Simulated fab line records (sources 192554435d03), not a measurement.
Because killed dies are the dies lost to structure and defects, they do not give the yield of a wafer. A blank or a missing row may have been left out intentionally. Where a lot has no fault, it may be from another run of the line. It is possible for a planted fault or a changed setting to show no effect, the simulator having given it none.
Lot-split experiment | flow n5_finfet | 39 wafers read across 7 lots, on a route 1938 steps long

## THE SPLIT ITSELF
At N5_MOL_CONTACT_COAG_ETCH_124 (etches SiNx in CH3F/O2, stops on SiOC, target depth 6.5 nm), the setting bias_w was moved away from the recipe's 73 W on 18 of the 39 wafers read, by -18.7% to +10.7%. For the rest of the wafers, this setting stayed at what the recipe calls for.

The reading is taken at the split's own step.

## THE READING
rf_vpp_V, in V, at N5_MOL_CONTACT_COAG_ETCH_124 (etches SiNx in CH3F/O2, stops on SiOC, target depth 6.5 nm). Fault-free wafers of this fab line usually give 299 V, standard deviation 7 V.

wafer  | tool, chamber at the split | bias_w as run, W | against the recipe | rf_vpp_V, V | against lot-mates on the recipe
L077.1 | rie_diel-03, 3             | 60.42            | -17.2%             | 247         | -52
L077.2 | rie_diel-03, 0             | 60.42            | -17.2%             | 259         | -40
L077.3 | rie_diel-03, 1             | 60.42            | -17.2%             | 259         | -40
L077.4 | rie_diel-03, 2             | 73               | recipe             | 298         | -
L077.5 | rie_diel-03, 1             | 73               | recipe             | 303         | -
L077.6 | rie_diel-03, 2             | 73               | recipe             | 296         | -
L081.3 | rie_diel-03, 0             | 73               | recipe             | 302         | -
L081.4 | rie_diel-03, 3             | 73               | recipe             | 286         | -
L081.6 | rie_diel-03, 1             | 73               | recipe             | 301         | -
L083.1 | rie_diel-03, 1             | 60.24            | -17.5%             | 259         | -37
L083.2 | rie_diel-03, 2             | 73               | recipe             | 298         | -
L083.3 | rie_diel-03, 0             | 73               | recipe             | 304         | -
L083.4 | rie_diel-03, 3             | 60.24            | -17.5%             | 247         | -49
L083.5 | rie_diel-03, 3             | 73               | recipe             | 286         | -
L083.6 | rie_diel-03, 2             | 60.24            | -17.5%             | 256         | -40
L088.1 | rie_diel-05, 0             | 73               | recipe             | 302         | -
L088.2 | rie_diel-05, 1             | 73               | recipe             | 308         | -
L088.3 | rie_diel-05, 2             | 79.84            | +9.4%              | 332         | +26
L088.4 | rie_diel-05, 0             | 79.84            | +9.4%              | 325         | +19
L088.5 | rie_diel-05, 2             | 73               | recipe             | 307         | -
L088.6 | rie_diel-05, 1             | 79.84            | +9.4%              | 332         | +26
L091.1 | rie_diel-03, 3             | 80.84            | +10.7%             | 311         | +11
L091.2 | rie_diel-03, 1             | 73               | recipe             | 302         | -
L091.3 | rie_diel-03, 2             | 73               | recipe             | 297         | -
L091.4 | rie_diel-03, 0             | 73               | recipe             | 302         | -
L091.5 | rie_diel-03, 3             | 80.84            | +10.7%             | 312         | +12
L091.6 | rie_diel-03, 2             | 80.84            | +10.7%             | 324         | +24
L094.1 | rie_diel-01, 0             | 59.37            | -18.7%             | 248         | -47
L094.2 | rie_diel-01, 3             | 59.37            | -18.7%             | 247         | -48
L094.3 | rie_diel-01, 1             | 59.37            | -18.7%             | 256         | -39
L094.4 | rie_diel-01, 2             | 73               | recipe             | 292         | -
L094.5 | rie_diel-01, 1             | 73               | recipe             | 301         | -
L094.6 | rie_diel-01, 2             | 73               | recipe             | 293         | -
L095.1 | rie_diel-01, 2             | 73               | recipe             | 294         | -
L095.2 | rie_diel-01, 1             | 61.64            | -15.6%             | 262         | -31
L095.3 | rie_diel-01, 0             | 73               | recipe             | 293         | -
L095.4 | rie_diel-01, 3             | 61.64            | -15.6%             | 253         | -40
L095.5 | rie_diel-01, 1             | 61.64            | -15.6%             | 264         | -29
L095.6 | rie_diel-01, 2             | 73               | recipe             | 293         | -

FIT RESULTS
A straight line over all 39 wafers: rf_vpp_V changes by +2.49 V for each +1% of bias_w; r = +0.97; the points scatter about the line by 6.6 V.
The same after taking each lot's own level away (the mean of its wafers on the recipe; 39 wafers): +2.29 V for each +1%; r = +0.97; scatter 5.7 V.
The reading moves by 43 V for the largest change in bias_w, on that fit.
Across the lots, their own levels run from 293.3 to 305.7 V, a range of 1.8 times the standard deviation given above.
The two slopes agree, so the slope changes little with the lot-to-lot level.
Check: for one of the wafers moved furthest among these (-18.7%), held out of the fit, the line's prediction against its lot-mates is -43.4 V. It came out at -47.3 V against them.
Tool readings at the split's step, against how far the setting was moved: rf_vpp_V r = +0.97.

## THESE WAFERS: OTHER SPLITS
Note: prior to the reading, these wafers also went through further splits. Each is held against what the fit with the lots' levels taken away leaves over:
other split on the same wafers         | wafers away from the commonest value | r with rf_vpp_V (lot level and that fit taken away)
N5_DUMMY_GATE_EXPOSE_12 dose_mj        | 12                                   | +0.00
N5_DUMMY_GATE_ETCH_32 time_s           | 18                                   | -0.15
N5_MOL_CONTACT_COAG_ALD_123 ald_cycles | 15                                   | +0.22

## FILE'S OWN FIT
rf_vpp_V changes by +2.32 V for each +1% of bias_w, r = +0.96.
